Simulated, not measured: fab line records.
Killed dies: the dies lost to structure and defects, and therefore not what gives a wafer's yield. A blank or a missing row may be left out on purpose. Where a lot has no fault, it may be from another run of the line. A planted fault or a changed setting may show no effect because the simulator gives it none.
A lot that was struck, set against a sound lot -- flow n5 finfet -- 25 steps out of a route of 1938
Sound: these wafers, L321.2, L321.3, L321.4. Struck: wafer L328.6 (left out: L328.1, L328.3 of the same lot, which were not struck); the cause appears at the end.
For every step that has rows: the tool of each side, followed by ch and its chambers, followed by its first start. Under that, the readings that differ: sound wafers -- struck wafers -- difference of the means -- sigmas: that difference in standard deviations of wafers without a fault.
alike: readings with means less than 2 such deviations apart, plus words and numbers identical on both sides. not compared: withheld readings, readings lacking a value on some wafer, bounds such as >300 that could conceal the same value, and numbers that have no deviation in the record and whose values overlap.
The two part at a step that has a row with sigmas, a row that says differs or no value, or rows on one side only. Non-overlapping numbers with no deviation appear without sigmas and do not part them. Lack of a reading on every wafer of one side parts them only where that side has two or more wafers.

N5_BEOL_M8_ILD_DEP_00: deposits SiCOH lowk from DEMS/porogen, target thk 179.75 nm, time 33.4 s.
  sound on pecvd-01 ch 0,2, day 10 21:49; struck on pecvd-03 ch 0, day 13 12:11
reading,sound,struck,difference,sigmas
heater power w (W),258 294 260,392,+121,+2
  alike: rf fwd power W, showerhead plenum p Torr, throttle valve pct
then, 1 step without rows for these wafers: N5_BEOL_M8_CURE_74 (cures SiCOH lowk, time 240 s).
N5_BEOL_M8_THK_MEAS_01:
  sound on film metro-02 at day 10 22:25; struck on film metro-02 at day 13 12:47
  alike: M8_ILD_THK
then, 9 steps without rows for these wafers: N5_BEOL_M8_PECVD_70 (deposits SiO2 from TEOS/O2, target thk 20 nm, time 22.7 s); N5_BEOL_M8_HM_DEP_02 (deposits TiN, target thk 20 nm); N5_BEOL_M8_COAT_59 (time 60 s, resist thk 100 nm); N5_BEOL_M8_COAT_60 (time 60 s, resist thk 35 nm); N5_BEOL_M8_COAT_05 (resist thk 90 nm); N5_BEOL_M8_EBR_07; N5_BEOL_M8_SOFTBAKE_06 (time 60 s); N5_BEOL_M8_EXPOSE_08 (exposes mask M8); N5_BEOL_M8_PEB_09 (peb time 60 s).
N5_BEOL_M8_DEVELOP_10: develop time 30 s.
  sound on litho track-04 ch 0, day 10 22:57; struck on litho track-03 ch 0, day 13 15:28
N5_BEOL_M8_CD_MEAS_11 targets a cd of 38.5 nm.
  sound on cd sem-02 ch 0, day 10 23:01; struck on cd sem-01 ch 0, day 13 15:31
reading,sound,struck,difference,sigmas
cd nm (nm),38.3 39.3 38.1,36.7,-1.9,-4
N5_BEOL_M8_OVL_MEAS_12:
  sound on overlay-01 ch 0, day 10 23:02; struck on overlay-01 ch 0, day 13 15:33
  alike: M8_OVL
N5_BEOL_M8_INSPECT_13: inspects for defects (brightfield).
  sound on defect inspect-01 at day 10 23:04; struck on defect inspect-01 at day 13 15:34
  alike: raw defect count
N5_BEOL_M8_DESCUM_16: chemistry O2, time 7.9 s.
  sound on rie diel-03 ch 0,2,3, day 11 00:52; struck on rie diel-06 ch 2, day 13 15:37
  alike: drypump motor current A, oes product au, rf fwd power W, rf vpp V, showerhead plenum p Torr, throttle valve pct
  not compared: rf hours counter h
N5_BEOL_M8_ETCH_61: etches SiARC in CF4, target depth 45.5 nm, time 75.8 s.
  sound on rie diel-03 ch 0,2,3, day 11 00:55; struck on rie diel-06 ch 2, day 13 15:38
reading,sound,struck,difference,sigmas
model.BEOL_M8.cd offset nm (nm),-0.2 1 0,-1.4,-1.7,
  alike: cf4 flow sccm, drypump motor current A, etch rf on time s, oes product au, rf fwd power W, rf vpp V, showerhead plenum p Torr, throttle valve pct
  not compared: rf hours counter h
N5_BEOL_M8_ETCH_62: etches SOC in N2/H2, target depth 110 nm, overetch 22 nm, time 165 s.
  sound on rie diel-03 ch 0,2,3, day 11 00:58; struck on rie diel-06 ch 2, day 13 15:42
  alike: drypump motor current A, oes product au, rf fwd power W, rf vpp V, showerhead plenum p Torr, throttle valve pct
  not compared: rf hours counter h
then, 1 step without rows for these wafers: N5_BEOL_M8_STRIP_68 (strips in N2/H2).
N5_BEOL_M8_STRIP_67: strips in CF4.
  sound on rie diel-03 ch 0,2,3, day 11 01:07; struck on rie diel-06 ch 2, day 13 15:51
  alike: cf4 flow sccm, drypump motor current A, oes product au, rf vpp V, showerhead plenum p Torr, throttle valve pct
  not compared: rf hours counter h
N5_BEOL_M8_HM_OPEN_17: chemistry Cl2/BCl3, target TiN, target depth 20 nm, overetch 6 nm.
  sound on rie metal-01 ch 0,1, day 11 05:04; struck on rie metal-03 ch 0, day 13 15:53
reading,sound,struck,difference,sigmas
model.BEOL_M8.cd offset nm (nm),0 1.4 0.4,-1.6,-2.2,
  alike: drypump motor current A, he backside leak sccm, oes product au, rf fwd power W, throttle valve pct
  not compared: rf hours counter h
N5_BEOL_M8_STRIP_19: strips in O2.
  sound on rie diel-06 ch 1,2,3, day 11 05:26; struck on rie diel-06 ch 3, day 13 16:00
  alike: drypump motor current A, oes product au, rf vpp V, showerhead plenum p Torr, throttle valve pct
  not compared: rf hours counter h
N5_BEOL_M8_CD_MEAS_18: pitch 80 nm, target cd 40 nm.
  sound on cd sem-02 at day 11 05:30; struck on cd sem-01 at day 13 16:04
reading,sound,struck,difference,sigmas
cd nm (nm),40.2 41.2 40.4,38.1,-2.5,-6
then, 1 step without rows for these wafers: N5_BEOL_M8_COAT_63 (time 60 s, resist thk 60 nm).

WHERE THEY PART
At N5_BEOL_M8_ILD_DEP_00 first; at N5_BEOL_M8_CD_MEAS_18 last (within this record only).

WHY: what had been put in by the simulator
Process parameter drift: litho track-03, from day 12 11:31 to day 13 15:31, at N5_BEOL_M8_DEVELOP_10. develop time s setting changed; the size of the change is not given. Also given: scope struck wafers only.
